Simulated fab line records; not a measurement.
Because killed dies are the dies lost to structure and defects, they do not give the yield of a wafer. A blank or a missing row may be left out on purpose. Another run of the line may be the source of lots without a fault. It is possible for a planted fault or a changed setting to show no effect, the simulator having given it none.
fab line records	flow n5_finfet
[record] lots = 6	wafers = 16	last_day = 17
route steps=1938 shown MOL_CONTACT_COAG@519 PASSIVATION@1936
lots that met no fault: from a run of the same line without faults
start_h: start of the lot's first displayed wafer, in hours after the record's first day	wait_h: how many hours have passed since the lot's step before this one	" as in the row above	L1.1+2: a row that stands for several wafers	- no value, or no start was given	* or withheld: withheld	< > ~ a bound
route shown NAME@n: a module of which the file shows steps, and the number in the route of the first	usual: mean and standard deviation over wafers with no fault	same: alike in all rows	chamber/n: place in a boat	sites: each site's reading	_std_site: their standard deviation	_edge_site: the outer-site mean with the inner-site mean subtracted	radius_mm: for every site, how far away it sits from the centre of the wafer	mask NAME#n: copy n	behind: the last tool/chamber to shape the wafer	hold: what put the lot on hold/how long, in hours/how the hold closed	device: transistor that didn't switch, given as n, p or np	end of line: tests of these same wafers at the route's end	step lacking rows: just its recipe	killed: the dies lost at the first sort to structure and to defects; this is not the yield of the wafer	map: the dies of a wafer, with x for killed, . for not killed, _ for no die there
set.NAME: the setting the step ran with; set.NAME@STEP: the setting that earlier step ran with	model.NAME: the simulator's own value behind a step, which no gauge read
lots seen at some steps along the route; tables by step, rows by wafer
services: the hour from which a tool's chamber was out of use, counted from the record's first day as start_h (under 0 if before that day), plus the number of hours and why
[[steps]]
[step N5_MOL_CONTACT_COAG_COAT_58]
[recipe] resist = underlayer	temp_c = 205	time_s = 60	spin_rpm = 1500	resist_thk_nm = 10
[step N5_MOL_CONTACT_COAG_COAT_02]
[recipe] resist = CAR-EUV	spin_rpm = 1500	resist_thk_nm = 30
[step N5_MOL_CONTACT_COAG_EBR_04]
[recipe] solvent = PGMEA	ebr_width_mm = 1.5
[step N5_MOL_CONTACT_COAG_SOFTBAKE_03]
[recipe] temp_c = 110	time_s = 60	resist = CAR-EUV
[step N5_MOL_CONTACT_COAG_EXPOSE_05]
[recipe] mask_id = CA	na = 0.33	source_shape = annular	sigma_inner = 0.4	sigma_outer = 0.8	polarization = unpolarized	defocus_nm = 0	dose_mj = 38.25
[step N5_MOL_CONTACT_COAG_PEB_06]
[recipe] peb_temp_c = 100	peb_time_s = 60	resist = CAR-EUV
[step N5_MOL_CONTACT_COAG_DEVELOP_07]
[recipe] develop_time_s = 30	developer = TMAH	resist = CAR-EUV	rinse_liquid = surfactant_rinse	dry = air_spin	dev_temp_c = 23
[step N5_MOL_CONTACT_COAG_CD_MEAS_08]
[recipe] target_cd_nm = 28	landing_energy_ev = 500	detector = se_inlens	polarity = opening
[usual] cd_nm = 28.07/0.25
lot.wafer	tool	chamber	start_h	wait_h	cd_nm
L219.1	cd_sem-02	0	104.97	-	28.19
L219.5	"	0	"	"	28.14
L219.6	"	0	"	"	28.01
L223.1	cd_sem-01	0	124.98	-	27.95
L223.2	"	0	"	"	28.13
L223.6	"	0	"	"	28.28
L226.1	cd_sem-01	0	140.18	-	27.96
L226.3	"	0	"	"	28.30
L227.1	cd_sem-02	0	146.28	-	28.62
L227.5	"	0	"	"	28.02
L235.4	cd_sem-03	0	197.63	-	28.30
L235.5	"	0	"	"	27.77
L235.6	"	0	"	"	28.09
L237.2	cd_sem-01	0	209.13	-	28.00
L237.3	"	0	"	"	27.91
L237.4	"	0	"	"	27.90
[step N5_MOL_CONTACT_COAG_OVL_MEAS_09]
[recipe] points_per_wafer = 522
[usual] CA_OVL = -0.3/0.68
lot.wafer	tool	chamber	start_h	wait_h	CA_OVL[nm]
L219.1	overlay-01	0	105.00	0.0	-0.8
L219.5	"	0	"	"	0.0
L219.6	"	0	"	"	-1.7
L223.1	overlay-01	0	125.01	0.0	-0.8
L223.2	"	0	"	"	-0.9
L223.6	"	0	"	"	0.4
L226.1	overlay-01	0	140.21	0.0	-0.8
L226.3	"	0	"	"	-0.6
L227.1	overlay-02	0	146.31	0.0	1.1
L227.5	"	0	"	"	-0.1
L235.4	overlay-01	0	197.67	0.0	-0.8
L235.5	"	0	"	"	-1.3
L235.6	"	0	"	"	-1.3
L237.2	overlay-02	0	209.16	0.0	-1.5
L237.3	"	0	"	"	-1.6
L237.4	"	0	"	"	-0.6
[step N5_MOL_CONTACT_COAG_INSPECT_10]
[recipe] mode = adi	inspect_instrument = brightfield
[usual] raw_defect_count = 64/24
lot.wafer	tool	chamber	start_h	wait_h	raw_defect_count
L219.1	defect_inspect-02	-	105.05	0.1	57
L219.5	"	-	"	"	86
L219.6	"	-	"	"	90
L223.1	defect_inspect-01	-	125.07	0.1	57
L223.2	"	-	"	"	79
L223.6	"	-	"	"	79
L226.1	defect_inspect-01	-	140.27	0.1	71
L226.3	"	-	"	"	60
L227.1	defect_inspect-01	-	146.37	0.1	93
L227.5	"	-	"	"	86
L235.4	defect_inspect-02	-	197.71	0.0	149
L235.5	"	-	"	"	92
L235.6	"	-	"	"	105
L237.2	defect_inspect-02	-	209.22	0.0	63
L237.3	"	-	"	"	45
L237.4	"	-	"	"	45
[step N5_MOL_CONTACT_COAG_DESCUM_13]
[recipe] chemistry = O2	time_s = 7	source_power_w = 50	bias_power_w = 20	pressure_mtorr = 20	rf_frequency_hz = 2.712e+07	temp_c = 40	resist = CAR-EUV	o2_flow_sccm = 225
[usual] chamber_pressure_mTorr = 19.999/0.021	drypump_motor_current_A = 5.8/0.6	oes_product_au = 0.80/0.095	rf_vpp_V = 242.5/1.3	showerhead_plenum_p_Torr = 2.06/0.065	throttle_valve_pct = 20.42/0.28
lot.wafer	tool	chamber	start_h	wait_h	chamber_pressure_mTorr	drypump_motor_current_A	oes_product_au	rf_hours_counter_h	rf_vpp_V	showerhead_plenum_p_Torr	throttle_valve_pct
L219.1	rie_diel-02	3	105.09	0.0	19.993	6.0	0.71	193	244.0	2.07	20.54
L219.5	"	1	"	"	20.024	5.5	0.94	-	243.0	2.06	19.87
L219.6	"	0	"	"	20.031	5.0	0.92	-	242.2	2.07	20.37
L223.1	rie_diel-06	0	125.10	0.0	19.993	4.9	0.72	192	241.4	1.99	20.84
L223.2	"	2	"	"	19.987	6.2	0.99	5	242.0	2.06	20.40
L223.6	"	2	"	"	19.960	6.3	0.98	-	242.8	2.06	20.39
L226.1	rie_diel-06	0	140.89	0.6	19.995	4.9	0.71	197	241.3	1.99	20.86
L226.3	"	3	"	"	20.027	6.5	0.74	163	245.0	2.18	20.60
L227.1	rie_diel-06	0	146.43	0.1	19.987	4.9	0.72	199	242.2	1.99	20.86
L227.5	"	1	"	"	19.992	5.9	0.69	-	241.9	1.98	20.39
L235.4	rie_diel-02	2	197.75	0.0	20.003	6.2	0.78	98	241.7	2.03	20.47
L235.5	"	1	"	"	19.988	5.5	0.85	-	242.2	2.04	19.92
L235.6	"	2	"	"	20.019	6.3	0.78	-	242.4	2.03	20.46
L237.2	rie_diel-02	1	209.25	0.0	20.020	5.5	0.84	46	243.4	2.04	19.93
L237.3	"	0	"	"	19.998	5.0	0.86	57	242.8	2.06	20.40
L237.4	"	2	"	"	19.998	6.3	0.77	102	243.1	2.03	20.44
[step N5_MOL_CONTACT_COAG_ETCH_59]
[recipe] chemistry = N2/H2	target = underlayer	target_depth_a = 130	mask_material = CAR-EUV	time_s = 10.4	ion_energy_ev = 200	pressure_mtorr = 30	source_w = 840	bias_w = 150	n2_flow_sccm = 200	h2_flow_sccm = 200	ends = cleared
[usual] chamber_pressure_mTorr = 29.998/0.03	drypump_motor_current_A = 5.8/0.6	etch_rf_on_time_s = 10.36/0.27	oes_product_au = 0.68/0.079	rf_vpp_V = 522.8/2.2	showerhead_plenum_p_Torr = 2.50/0.081	throttle_valve_pct = 17.8/0.36
lot.wafer	tool	chamber	start_h	wait_h	chamber_pressure_mTorr	drypump_motor_current_A	etch_rf_on_time_s	oes_product_au	rf_hours_counter_h	rf_vpp_V	showerhead_plenum_p_Torr	throttle_valve_pct
L219.1	rie_diel-02	3	105.12	0.0	30.011	5.9	10.19	0.62	193	524.1	2.53	18.1
L219.5	"	1	"	"	29.967	5.5	10.28	0.81	-	522.0	2.49	17.2
L219.6	"	0	"	"	29.961	5.1	10.22	0.79	-	522.6	2.51	17.8
L223.1	rie_diel-06	0	125.14	0.0	30.029	4.9	9.99	0.63	192	520.5	2.43	18.3
L223.2	"	2	"	"	29.975	6.2	9.97	0.84	5	522.9	2.50	17.7
L223.6	"	2	"	"	30.010	6.3	10.00	0.84	-	523.1	2.50	17.7
L226.1	rie_diel-06	0	140.92	0.0	29.999	4.9	10.12	0.62	197	520.1	2.43	18.3
L226.3	"	3	"	"	29.947	6.5	10.76	0.63	163	526.2	2.66	18.1
L227.1	rie_diel-06	0	146.47	0.0	30.004	4.9	10.04	0.62	199	521.5	2.43	18.3
L227.5	"	1	"	"	30.019	5.9	10.44	0.59	-	519.7	2.38	17.6
L235.4	rie_diel-02	2	197.78	0.0	29.975	6.2	10.14	0.67	98	521.3	2.46	17.9
L235.5	"	1	"	"	29.998	5.5	10.42	0.73	-	521.5	2.47	17.2
L235.6	"	2	"	"	29.988	6.3	10.18	0.68	-	523.0	2.46	17.9
L237.2	rie_diel-02	1	209.28	0.0	30.078	5.5	10.49	0.72	46	523.4	2.47	17.2
L237.3	"	0	"	"	29.968	5.0	10.24	0.74	57	522.7	2.49	17.9
L237.4	"	2	"	"	30.000	6.3	10.45	0.66	102	522.7	2.46	17.9
[step N5_MOL_CONTACT_COAG_ETCH_105]
[recipe] chemistry = CF4	target = SiARC	target_depth_a = 156	mask_material = CAR-EUV	time_s = 26	ion_energy_ev = 80	pressure_mtorr = 40	source_w = 545	bias_w = 36	Ar_flow_sccm = 100	cf4_flow_sccm = 100	ends = cleared
[usual] cf4_flow_sccm = 100.0/0.31	chamber_pressure_mTorr = 40.00/0.036	drypump_motor_current_A = 5.8/0.6	etch_rf_on_time_s = 25.8/0.73	oes_product_au = 0.69/0.079	rf_vpp_V = 183.6/1.2	showerhead_plenum_p_Torr = 2.11/0.061	throttle_valve_pct = 15.57/0.29
lot.wafer	tool	chamber	start_h	wait_h	cf4_flow_sccm	chamber_pressure_mTorr	drypump_motor_current_A	etch_rf_on_time_s	oes_product_au	rf_hours_counter_h	rf_vpp_V	showerhead_plenum_p_Torr	throttle_valve_pct
L219.1	rie_diel-02	3	105.14	0.0	99.8	40.03	5.9	25.4	0.62	193	184.7	2.14	15.84
L219.5	"	1	"	"	100.3	40.03	5.5	25.8	0.81	-	183.4	2.11	15.07
L219.6	"	0	"	"	99.9	40.02	5.0	25.3	0.79	-	184.2	2.10	15.32
L223.1	rie_diel-06	0	125.16	0.0	100.2	39.97	4.9	24.8	0.63	192	181.7	2.04	15.99
L223.2	"	2	"	"	100.1	39.92	6.2	25.0	0.85	5	182.8	2.12	15.49
L223.6	"	2	"	"	100.1	40.02	6.2	24.9	0.84	-	184.1	2.12	15.51
L226.1	rie_diel-06	0	140.94	0.0	100.3	40.00	4.9	25.1	0.63	197	181.0	2.04	16.00
L226.3	"	3	"	"	99.7	40.04	6.5	19.6	0.75	163	185.1	2.22	15.73
L227.1	rie_diel-06	0	146.49	0.0	99.8	40.05	4.9	24.7	0.62	199	183.0	2.04	16.01
L227.5	"	1	"	"	100.4	40.03	5.9	19.2	0.70	-	182.3	2.03	15.67
L235.4	rie_diel-02	2	197.80	0.0	99.6	40.01	6.2	25.7	0.67	98	182.6	2.08	15.65
L235.5	"	1	"	"	100.0	40.01	5.5	26.0	0.73	-	184.9	2.10	15.15
L235.6	"	2	"	"	99.4	39.98	6.2	25.6	0.67	-	183.9	2.08	15.65
L237.2	rie_diel-02	1	209.30	0.0	99.4	39.98	5.5	25.9	0.73	46	182.5	2.10	15.13
L237.3	"	0	"	"	100.3	40.04	5.1	25.2	0.75	57	183.3	2.09	15.35
L237.4	"	2	"	"	99.9	39.99	6.3	25.5	0.67	102	183.5	2.08	15.67
[step N5_MOL_CONTACT_COAG_ETCH_106]
[recipe] chemistry = N2/H2	target = SOC	target_depth_a = 800	overetch_a = 160	mask_material = SiARC	temp_c = 40	time_s = 120	ion_energy_ev = 200	pressure_mtorr = 30	source_w = 840	bias_w = 150	n2_flow_sccm = 200	h2_flow_sccm = 200
[usual] chamber_pressure_mTorr = 30.001/0.027	drypump_motor_current_A = 5.8/0.6	oes_product_au = 0.72/0.079	rf_vpp_V = 522.7/2.3	showerhead_plenum_p_Torr = 2.50/0.081	throttle_valve_pct = 17.8/0.36
lot.wafer	tool	chamber	start_h	wait_h	chamber_pressure_mTorr	drypump_motor_current_A	oes_product_au	rf_hours_counter_h	rf_vpp_V	showerhead_plenum_p_Torr	throttle_valve_pct
L219.1	rie_diel-02	3	105.17	0.0	30.005	6.0	0.65	193	523.1	2.53	18.1
L219.5	"	1	"	"	30.008	5.5	0.85	-	522.4	2.49	17.2
L219.6	"	0	"	"	29.997	5.1	0.81	-	523.1	2.51	17.8
L223.1	rie_diel-06	0	125.19	0.0	30.033	4.9	0.64	192	520.9	2.43	18.3
L223.2	"	2	"	"	30.013	6.2	0.86	5	523.0	2.50	17.6
L223.6	"	2	"	"	30.014	6.2	0.86	-	522.1	2.50	17.7
L226.1	rie_diel-06	0	140.97	0.0	30.014	4.9	0.64	197	519.4	2.43	18.3
L226.3	"	3	"	"	29.956	6.5	0.67	163	525.8	2.66	18.1
L227.1	rie_diel-06	0	146.51	0.0	30.012	4.9	0.64	199	520.3	2.42	18.3
L227.5	"	1	"	"	29.986	5.9	0.61	-	519.4	2.38	17.6
L235.4	rie_diel-02	2	197.83	0.0	30.024	6.3	0.70	98	521.9	2.47	17.9
L235.5	"	1	"	"	30.074	5.5	0.76	-	522.2	2.47	17.2
L235.6	"	2	"	"	30.019	6.3	0.70	-	521.5	2.47	17.9
L237.2	rie_diel-02	1	209.33	0.0	30.005	5.5	0.75	46	520.9	2.47	17.3
L237.3	"	0	"	"	30.033	5.1	0.76	57	522.1	2.50	17.8
L237.4	"	2	"	"	30.021	6.2	0.69	102	521.9	2.46	17.9
[step N5_PASSIVATION_PROBE_49]
[usual] killed_at_M0_to_M3 = 36/10	killed_at_M4_up = 13/5.5	killed_at_contacts = 12/5.6	killed_at_front_end = 42/12	killed_at_other = 4/3.2	killed_dies = 108/18	killed_open = 71/13	killed_short = 34/7.8
[same] gross_dies = 1180	killed_at_back_side = 0
lot.wafer	tool	chamber	start_h	wait_h	killed_at_M0_to_M3	killed_at_M4_up	killed_at_contacts	killed_at_front_end	killed_at_other	killed_dies	killed_open	killed_short
L219.1	prober-01	-	271.70	0.0	25	12	20	51	4	112	76	28
L219.5	prober-01	-	271.90	0.2	29	22	13	57	3	124	82	42
L219.6	prober-01	-	271.95	0.3	35	22	8	63	1	129	77	44
L223.1	prober-01	-	315.87	0.0	21	10	13	40	4	88	69	18
L223.2	prober-01	-	315.92	0.1	37	15	5	42	6	105	68	37
L223.6	prober-01	-	316.12	0.3	34	25	6	14	4	83	60	21
L226.1	prober-01	-	339.66	0.0	55	5	12	30	2	104	63	40
L226.3	prober-01	-	339.76	0.1	49	12	23	35	2	121	78	41
L237.2	prober-02	-	399.00	0.1	49	31	18	50	1	149	100	49
L237.3	prober-02	-	399.05	0.1	48	14	14	47	3	126	74	50
L235.5	prober-01	-	401.10	0.2	29	17	9	59	2	116	85	30
// killed by level:class
L219.1 STI_FIN_REVEAL:geometric_particle:open=17 MOL_CONTACT_COAG:geometric_particle:open=16 HKMG_FIN:area_etch=8 GATE_CUT:geometric_particle:short=7 BEOL_M2:geometric_particle:open=7 BEOL_M4:geometric_particle:open=7 DUMMY_GATE:geometric_particle:open=4 GATE_CUT:geometric_particle:open=4
L219.5 STI_FIN_REVEAL:geometric_particle:open=24 BEOL_M5:geometric_particle:open=9 BEOL_M0_SAQP:geometric_particle:short=8 BEOL_M0_SAQP:geometric_particle:open=8 MOL_CONTACT_COAG:geometric_particle:open=7 FIN_SAQP:geometric_particle:short=6 MOL_CONTACT_COAG:geometric_particle:short=6 BEOL_M4:geometric_particle:open=6
L219.6 STI_FIN_REVEAL:geometric_particle:open=15 BEOL_M0_SAQP:geometric_particle:open=10 BEOL_M4:geometric_particle:open=10 GATE_CUT:geometric_particle:short=9 BEOL_M0_SAQP:geometric_particle:short=8 HKMG_FIN:area_etch=8 MOL_CONTACT_COAG:geometric_particle:open=7 FIN_SAQP:geometric_particle:short=5
L223.1 FIN_SAQP:geometric_particle:open=16 MOL_CONTACT_COAG:geometric_particle:open=10 DUMMY_GATE:geometric_particle:open=8 STI_FIN_REVEAL:geometric_particle:open=7 BEOL_M1:geometric_particle:open=6 BEOL_M3:geometric_particle:short=5 BEOL_M4:geometric_particle:open=4 MOL_CONTACT_COAG:geometric_particle:short=3
L223.2 BEOL_M3:geometric_particle:open=14 FIN_SAQP:geometric_particle:open=13 FIN_SAQP:geometric_particle:short=7 BEOL_M0_SAQP:geometric_particle:short=7 DUMMY_GATE:geometric_particle:open=5 STI_FIN_REVEAL:geometric_particle:open=4 STARTING-WAFER:geometric_particle:open=4 BEOL_M1:geometric_particle:open=4
L223.6 BEOL_M4:geometric_particle:open=14 BEOL_M0_SAQP:geometric_particle:open=8 BEOL_M1:geometric_particle:open=7 BEOL_M3:geometric_particle:open=7 MOL_CONTACT_COAG:geometric_particle:open=5 BEOL_M0_SAQP:geometric_particle:short=5 STI_FIN_REVEAL:geometric_particle:open=3 STARTING-WAFER:geometric_particle:short=3
L226.1 BEOL_M3:geometric_particle:open=13 BEOL_M2:geometric_particle:open=11 FIN_SAQP:geometric_particle:short=10 MOL_CONTACT_COAG:geometric_particle:open=8 BEOL_M0_SAQP:geometric_particle:open=8 BEOL_M0_SAQP:geometric_particle:short=7 BEOL_M1:geometric_particle:open=5 STI_FIN_REVEAL:geometric_particle:open=4
L226.3 MOL_CONTACT_COAG:geometric_particle:open=16 BEOL_M3:geometric_particle:open=11 BEOL_M0_SAQP:geometric_particle:open=9 FIN_SAQP:geometric_particle:short=8 BEOL_M0_SAQP:geometric_particle:short=8 FIN_SAQP:geometric_particle:open=7 MOL_CONTACT_COAG:geometric_particle:short=7 BEOL_M1:geometric_particle:open=7
L237.2 BEOL_M0_SAQP:geometric_particle:open=18 BEOL_M0_SAQP:geometric_particle:short=17 STI_FIN_REVEAL:geometric_particle:open=16 BEOL_M4:geometric_particle:open=13 FIN_SAQP:geometric_particle:open=11 MOL_CONTACT_COAG:geometric_particle:open=10 MOL_CONTACT_COAG:geometric_particle:short=8 BEOL_M4:geometric_particle:short=8
L237.3 FIN_SAQP:geometric_particle:short=16 BEOL_M0_SAQP:geometric_particle:short=14 MOL_CONTACT_COAG:geometric_particle:open=12 BEOL_M0_SAQP:geometric_particle:open=11 STI_FIN_REVEAL:geometric_particle:open=8 BEOL_M2:geometric_particle:open=8 BEOL_M1:geometric_particle:open=6 BEOL_M3:geometric_particle:open=6
L235.5 STI_FIN_REVEAL:geometric_particle:open=30 BEOL_M0_SAQP:geometric_particle:short=8 FIN_SAQP:geometric_particle:short=7 MOL_CONTACT_COAG:geometric_particle:open=7 BEOL_M4:geometric_particle:open=7 BEOL_M0_SAQP:geometric_particle:open=6 BEOL_M2:geometric_particle:open=5 BEOL_M3:geometric_particle:open=5
[[services]]
tool	chamber	start_h	hours	kind
rie_diel-06	2	89.66	4.8	repair
rie_diel-02	0	126.72	16.1	repair
rie_diel-06	1	151.02	-	clean
rie_diel-06	1	151.02	-	consumable_replace:focus_ring
rie_diel-06	1	151.02	-	consumable_replace:showerhead
rie_diel-06	1	151.02	25.5	scheduled_down
rie_diel-06	1	151.02	25.5	vent_cycle
rie_diel-06	2	197.89	1.5	repair
rie_diel-02	1	198.27	1.6	repair
[[key]]
[first_sign] step = N5_MOL_CONTACT_COAG_ETCH_105	reading = etch_rf_on_time_s	direction = down	sigmas = 8.7	usual = *	struck = *
effect none on later readings
met_at N5_MOL_CONTACT_COAG_ETCH_105
struck_wafers L226.3,L227.5
tester_left_out L226,L227
onset_between 125.16 140.94
[fault] kind = process_parameter_drift	tool = rie_diel-06	chamber = -	onset_h = 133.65	steps = N5_MOL_CONTACT_COAG_ETCH_105	channel = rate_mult	offset = 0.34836	shape = step	end_h = 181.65	scope = struck_wafers_only
// tester_left_out: of these lots the tester's yield and bins aren't shown, on N5 and GAA mostly nor the transistor test; their killed dies are dies lost to structure and defects alone, not to doping, threshold or leakage, so they don't give the yield
